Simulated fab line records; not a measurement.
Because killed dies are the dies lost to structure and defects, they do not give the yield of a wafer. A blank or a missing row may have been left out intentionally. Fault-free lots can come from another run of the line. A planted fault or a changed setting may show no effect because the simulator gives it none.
Struck lot and sound lot, side by side -- flow n5Finfet -- 15 out of 1938 route steps
Sound: the wafers L754.1, L754.3, L754.6. Struck: wafer L766.2 (L766.3, L766.4, from the same lot, were not struck and are left out); the cause is given at the end.
For every step that has rows: the tool of each side, followed by ch and its chambers, followed by its first start. Under that, the readings that differ: sound wafers -- struck wafers -- difference of the means -- sigmas: that difference in standard deviations of wafers without a fault.
alike: a reading whose means differ by less than 2 such deviations, as well as words and numbers matching on both sides. not compared: withheld readings; readings where some wafer has no value; bounds like >300 that might hide an equal value; numbers whose values overlap and for which the record gives no deviation.
A row with sigmas, a row that says differs or no value, or rows on one side alone: a step with any of these is where the two part. Numbers that don't overlap but have no deviation are shown without sigmas and don't part them. A reading missing from all wafers of one side parts the sides only when that side holds two or more wafers.

first, 8 steps without rows for these wafers: N5_HKMG_FIN_COAT_41 (time 60 s, resist thk 300 nm); N5_HKMG_FIN_COAT_42 (time 60 s, resist thk 35 nm); N5_HKMG_FIN_COAT_43 (resist thk 90 nm); N5_HKMG_FIN_EBR_45; N5_HKMG_FIN_SOFTBAKE_44 (time 60 s); N5_HKMG_FIN_EXPOSE_46 (exposes mask NDIPOLE); N5_HKMG_FIN_PEB_47 (peb time 60 s); N5_HKMG_FIN_DEVELOP_48 (develop time 30 s).
N5_HKMG_FIN_CD_MEAS_49: the cd target is 202 nm.
  sound on cdSem-03 ch 0, day 5 08:02; struck on cdSem-02 ch 0, day 8 02:16
  alike: cdNm
N5_HKMG_FIN_OVL_MEAS_50:
  sound on overlay-02 ch 0, day 5 08:04; struck on overlay-02 ch 0, day 8 02:17
  alike: NDIPOLE_OVL
N5_HKMG_FIN_INSPECT_61: inspects for defects (macro).
  sound on defectInspect-02, day 5 08:06; struck on defectInspect-02, day 8 02:19
  alike: rawDefectCount
N5_HKMG_FIN_DESCUM_53: chemistry O2, time 7.9 s.
  sound on rieDiel-01 ch 1,2, day 5 08:08; struck on rieDiel-01 ch 0, day 8 02:49
  alike: drypumpMotorCurrentA, oesProductAu, rfVppV, showerheadPlenumPTorr, tempC, throttleValvePct
  not compared: rfHoursCounterH
N5_HKMG_FIN_ETCH_54: etches SiARC in CF4, target depth 45.5 nm, time 75.8 s.
  sound on rieDiel-01 ch 1,2, day 5 08:10; struck on rieDiel-01 ch 0, day 8 02:51
reading,sound,struck,difference,sigmas
etchRfOnTimeS (s),77.6 78.5 78.9,47.5,-30.8,-13
oesProductAu (a.u.),0.70 0.59 0.59,0.90,+0.27,+3
rfFwdPowerW (W),537.6 533.9 533.7,865.0,+329.9,+99 or more
rfVppV (V),186.0 184.7 185.9,158.2,-27.3,-25
  alike: drypumpMotorCurrentA, mfcArSccm, showerheadPlenumPTorr, throttleValvePct
  not compared: rfHoursCounterH
N5_HKMG_FIN_ETCH_55: etches SOC in N2/H2, target depth 240 nm, time 300 s.
  sound on rieDiel-01 ch 1,2, day 5 08:56; struck on rieDiel-01 ch 0, day 8 02:55
  alike: drypumpMotorCurrentA, h2FlowSccm, oesProductAu, rfFwdPowerW, rfVppV, showerheadPlenumPTorr, tempC, throttleValvePct
  not compared: rfHoursCounterH
-- record jumps: 5 days separate the struck wafers' starts on either side; left off in module HKMG_FIN, taken up again in module BEOL_M4, whose first shown step is the route's number 1111 --
N5_BEOL_M4_RC_MEAS_101:
  sound on prober-02 ch 0, day 9 08:47; struck on prober-01 ch 0, day 12 14:59
  alike: DIBL_N, DIBL_P, IOFF_N, IOFF_P, ION_N, ION_P, SS_N, SS_P, VT_N, VT_P

## WHERE THEY PART
At N5_HKMG_FIN_ETCH_54 and nowhere else, as far as this record goes. Later steps at which nothing parts them and some readings are alike: N5_HKMG_FIN_ETCH_55, N5_BEOL_M4_RC_MEAS_101.

WHY: the cause the simulator had injected
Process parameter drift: rieDiel-01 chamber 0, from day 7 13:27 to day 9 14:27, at N5_HKMG_FIN_ETCH_54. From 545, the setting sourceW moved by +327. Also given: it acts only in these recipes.
